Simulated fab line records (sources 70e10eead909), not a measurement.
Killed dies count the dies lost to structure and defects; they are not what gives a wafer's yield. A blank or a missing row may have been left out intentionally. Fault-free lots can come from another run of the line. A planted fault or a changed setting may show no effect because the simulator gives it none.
The tool behind it: which one? | flow nand_harc | 6 lots with 18 wafers sampled at 2 steps, on a route of 1302 steps

== WHAT EACH GAUGE READ, for each wafer ==
NHARC_THIN_TSV_CD_MEAS_12 targets a cd of 1000 nm.
lot  | measured     | on        | cd_nm (nm)
L388 | day 24 22:22 | cd_sem-03 | 997.6 998.3 998.9
L393 | day 26 16:18 | cd_sem-01 | 999.8 1001.5 1001.8
L395 | day 27 07:02 | cd_sem-02 | 1000.1 999.7 999.8
L401 | day 30 00:53 | cd_sem-01 | 999.1 999.6 999.6
L407 | day 31 12:41 | cd_sem-03 | 997.7 997.6 1001.4
L410 | day 33 18:29 | cd_sem-03 | 1000.6 1000.3 1000.9

== WHICH TOOL RAN EACH LOT (tool, then ch and the chambers of the sampled wafers, then the start) ==
lot  | NHARC_A_CHANNEL_FILL_D2_ALD_03
L388 | ald_sin_batch-01 ch 0, day 15 01:41
L393 | ald_sin_batch-01 ch 0, day 15 19:43
L395 | ald_sin_batch-01 ch 0, day 16 21:17
L401 | ald_sin_batch-02 ch 0, day 19 19:19
L407 | ald_sin_batch-01 ch 0, day 21 16:56
L410 | ald_sin_batch-02 ch 0, day 23 08:09
- NHARC_A_CHANNEL_FILL_D2_ALD_03: deposits SiNx, target thk 6 nm, pulse time 60 s, ald cycles 58.

== THE ANSWER, worked out from the rows above alone ==
Rule: usual is defined by the lots themselves. The widest of any qualifying gaps counts: lots, ordered by their means at a reading, are off when they make up no more than a third of the lots, leave a main group of 4 or more, and stand apart from it by 3 or more times the standard deviation of that group's means. Not used: any main group whose means are identical at the precision the tables above print for the reading. Also off: a lot with no number at a reading for which 4 or more lots have one. Any other lot the step has rows for is counted as sound.
No lot is off at any reading shown: from this, nothing can be told.

== WHAT WAS PUT IN BY THE SIMULATOR ==
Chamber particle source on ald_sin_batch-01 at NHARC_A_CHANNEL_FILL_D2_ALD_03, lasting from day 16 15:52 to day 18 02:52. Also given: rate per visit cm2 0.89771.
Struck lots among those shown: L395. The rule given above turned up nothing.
